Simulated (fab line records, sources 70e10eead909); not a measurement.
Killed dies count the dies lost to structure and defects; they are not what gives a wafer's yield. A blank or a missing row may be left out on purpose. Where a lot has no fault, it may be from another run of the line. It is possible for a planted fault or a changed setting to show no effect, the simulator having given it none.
Matching of chambers    flow nandHarc    4 sister chambers for NHARC_A_WL_FILL_STRIP_29 on rieDiel-13
The step strips in O2, time 20 s. 14 wafers are shown with their chamber, then 7 later ones without.

## WAFERS WITH THEIR CHAMBER
wafer   chamber  showerheadPlenumPTorr (Torr)  drypumpMotorCurrentA (A)  oesProductAu (a.u.)
L074.1  2        3.33                          5.9                       1.000
L074.3  0        3.54                          4.9                       1.029
L074.6  3        3.59                          6.1                       0.983
L077.2  0        3.54                          4.9                       1.027
L077.3  1        3.73                          4.9                       1.001
L077.5  1        3.73                          4.9                       0.986
L081.1  0        3.54                          4.9                       1.009
L081.2  2        3.32                          5.9                       0.997
L081.5  3        3.59                          6.0                       0.990
L082.2  1        3.73                          4.9                       0.978
L082.3  2        3.32                          5.9                       0.989
L082.5  1        3.73                          4.9                       0.974
L085.3  0        3.54                          4.9                       1.000
L085.4  3        3.59                          6.1                       0.998

SIGNATURES, as means of the wafers listed above
reading                chamber 0  chamber 1  chamber 2  chamber 3  scatter within a chamber
showerheadPlenumPTorr  3.5400     3.7300     3.3233     3.5900     0.00258
drypumpMotorCurrentA   4.900      4.900      5.900      6.067      0.0258
oesProductAu           1.01625    0.98475    0.99533    0.99033    0.0109
Rule: a wafer lies at a distance from a chamber equal to the root of the sum of squares, over the readings, of (its reading less the chamber's mean, divided by the reading's scatter). The wafer belongs to the nearest chamber; if the next one is less than 2 further off, it can't be placed. How the scatter is found: for the shown wafers, subtract from each reading the mean of its chamber, square and add these, divide the total by (wafers less chambers), then take the root.

## WAFERS MISSING THEIR CHAMBER
wafer   showerheadPlenumPTorr (Torr)  drypumpMotorCurrentA (A)  oesProductAu (a.u.)
L085.5  3.32                          5.9                       0.995
L087.1  3.73                          4.9                       0.969
L087.3  3.54                          4.9                       1.005
L087.6  3.54                          4.9                       1.004
L094.2  3.32                          5.9                       1.011
L094.3  3.54                          4.9                       1.016
L094.4  3.73                          4.9                       0.991

## CHAMBER TAKEN BY EACH
wafer   from the rows above  in truth
L085.5  2                    2
L087.1  1                    1
L087.3  0                    0
L087.6  0                    0
L094.2  2                    2
L094.3  0                    0
L094.4  1                    1
Placed correctly: 7 of 7. Not placeable from these rows: 0. Number placed wrongly: 0.
